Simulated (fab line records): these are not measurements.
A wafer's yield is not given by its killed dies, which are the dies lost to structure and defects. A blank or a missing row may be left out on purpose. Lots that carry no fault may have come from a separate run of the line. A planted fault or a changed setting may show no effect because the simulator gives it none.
Chamber matching / flow nand-harc / 4 sister chambers for NHARC_A_CONTACT_DESCUM_74 on rie-diel-05
The step chemistry O2, time 3 s. 16 wafers are shown with their chamber, then 8 later ones without.

== WAFERS PAIRED WITH THEIR CHAMBERS ==
wafer=L074.1; chamber=3; drypump-motor-current-A (A)=6.3; showerhead-plenum-p-Torr (Torr)=1.86; rf-vpp-V (V)=56.9
wafer=L074.5; chamber=2; drypump-motor-current-A (A)=6.3; showerhead-plenum-p-Torr (Torr)=1.95; rf-vpp-V (V)=57.9
wafer=L074.6; chamber=1; drypump-motor-current-A (A)=5.2; showerhead-plenum-p-Torr (Torr)=2.05; rf-vpp-V (V)=58.1
wafer=L075.1; chamber=1; drypump-motor-current-A (A)=5.3; showerhead-plenum-p-Torr (Torr)=2.05; rf-vpp-V (V)=58.6
wafer=L075.3; chamber=2; drypump-motor-current-A (A)=6.3; showerhead-plenum-p-Torr (Torr)=1.95; rf-vpp-V (V)=58.2
wafer=L075.6; chamber=2; drypump-motor-current-A (A)=6.3; showerhead-plenum-p-Torr (Torr)=1.95; rf-vpp-V (V)=57.6
wafer=L078.1; chamber=2; drypump-motor-current-A (A)=6.3; showerhead-plenum-p-Torr (Torr)=1.95; rf-vpp-V (V)=56.8
wafer=L078.5; chamber=2; drypump-motor-current-A (A)=6.3; showerhead-plenum-p-Torr (Torr)=1.95; rf-vpp-V (V)=58.1
wafer=L078.6; chamber=3; drypump-motor-current-A (A)=6.3; showerhead-plenum-p-Torr (Torr)=1.86; rf-vpp-V (V)=58.3
wafer=L083.1; chamber=2; drypump-motor-current-A (A)=6.2; showerhead-plenum-p-Torr (Torr)=1.94; rf-vpp-V (V)=58.6
wafer=L083.2; chamber=0; drypump-motor-current-A (A)=6.3; showerhead-plenum-p-Torr (Torr)=1.87; rf-vpp-V (V)=56.9
wafer=L083.6; chamber=1; drypump-motor-current-A (A)=5.2; showerhead-plenum-p-Torr (Torr)=2.04; rf-vpp-V (V)=57.6
wafer=L089.1; chamber=3; drypump-motor-current-A (A)=6.3; showerhead-plenum-p-Torr (Torr)=1.85; rf-vpp-V (V)=58.3
wafer=L089.4; chamber=0; drypump-motor-current-A (A)=6.3; showerhead-plenum-p-Torr (Torr)=1.86; rf-vpp-V (V)=56.8
wafer=L089.6; chamber=1; drypump-motor-current-A (A)=5.2; showerhead-plenum-p-Torr (Torr)=2.04; rf-vpp-V (V)=57.3
wafer=L090.1; chamber=2; drypump-motor-current-A (A)=6.3; showerhead-plenum-p-Torr (Torr)=1.94; rf-vpp-V (V)=58.1

SIGNATURES (means of the wafers above)
reading=drypump-motor-current-A; chamber 0=6.300; chamber 1=5.225; chamber 2=6.286; chamber 3=6.300; scatter within a chamber=0.0366
reading=showerhead-plenum-p-Torr; chamber 0=1.8650; chamber 1=2.0450; chamber 2=1.9471; chamber 3=1.8567; scatter within a chamber=0.00547
reading=rf-vpp-V; chamber 0=56.850; chamber 1=57.900; chamber 2=57.900; chamber 3=57.833; scatter within a chamber=0.595
Rule: a wafer lies at a distance from a chamber equal to the root of the sum of squares, over the readings, of (its reading less the chamber's mean, divided by the reading's scatter). If the next closest chamber is less than 2 further off than the closest, the wafer can't be placed; otherwise it belongs to the closest. The scatter: the root of (the sum of the squares of (reading less its chamber's mean) over the shown wafers, divided by (wafers less chambers)).

== WAFERS WITH NO CHAMBER GIVEN ==
wafer=L090.3; drypump-motor-current-A (A)=6.3; showerhead-plenum-p-Torr (Torr)=1.85; rf-vpp-V (V)=57.4
wafer=L090.6; drypump-motor-current-A (A)=6.3; showerhead-plenum-p-Torr (Torr)=1.85; rf-vpp-V (V)=57.5
wafer=L092.3; drypump-motor-current-A (A)=6.3; showerhead-plenum-p-Torr (Torr)=1.93; rf-vpp-V (V)=58.3
wafer=L092.4; drypump-motor-current-A (A)=6.3; showerhead-plenum-p-Torr (Torr)=1.86; rf-vpp-V (V)=58.0
wafer=L092.6; drypump-motor-current-A (A)=5.3; showerhead-plenum-p-Torr (Torr)=2.04; rf-vpp-V (V)=57.2
wafer=L097.3; drypump-motor-current-A (A)=6.3; showerhead-plenum-p-Torr (Torr)=1.86; rf-vpp-V (V)=57.5
wafer=L097.4; drypump-motor-current-A (A)=6.3; showerhead-plenum-p-Torr (Torr)=1.86; rf-vpp-V (V)=58.9
wafer=L097.6; drypump-motor-current-A (A)=5.2; showerhead-plenum-p-Torr (Torr)=2.03; rf-vpp-V (V)=57.6

== WHICH CHAMBER EACH ONE RAN IN ==
wafer=L090.3; from the rows above=can't be placed: 3 or 0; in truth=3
wafer=L090.6; from the rows above=can't be placed: 3 or 0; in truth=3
wafer=L092.3; from the rows above=2; in truth=2
wafer=L092.4; from the rows above=can't be placed: 3 or 0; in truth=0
wafer=L092.6; from the rows above=1; in truth=1
wafer=L097.3; from the rows above=can't be placed: 3 or 0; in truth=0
wafer=L097.4; from the rows above=can't be placed: 3 or 0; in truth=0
wafer=L097.6; from the rows above=1; in truth=1
Correct placement for 3 of the 8. From these rows, 5 cannot be placed; in 5 the true chamber is one of the candidates. 0 placed wrongly.
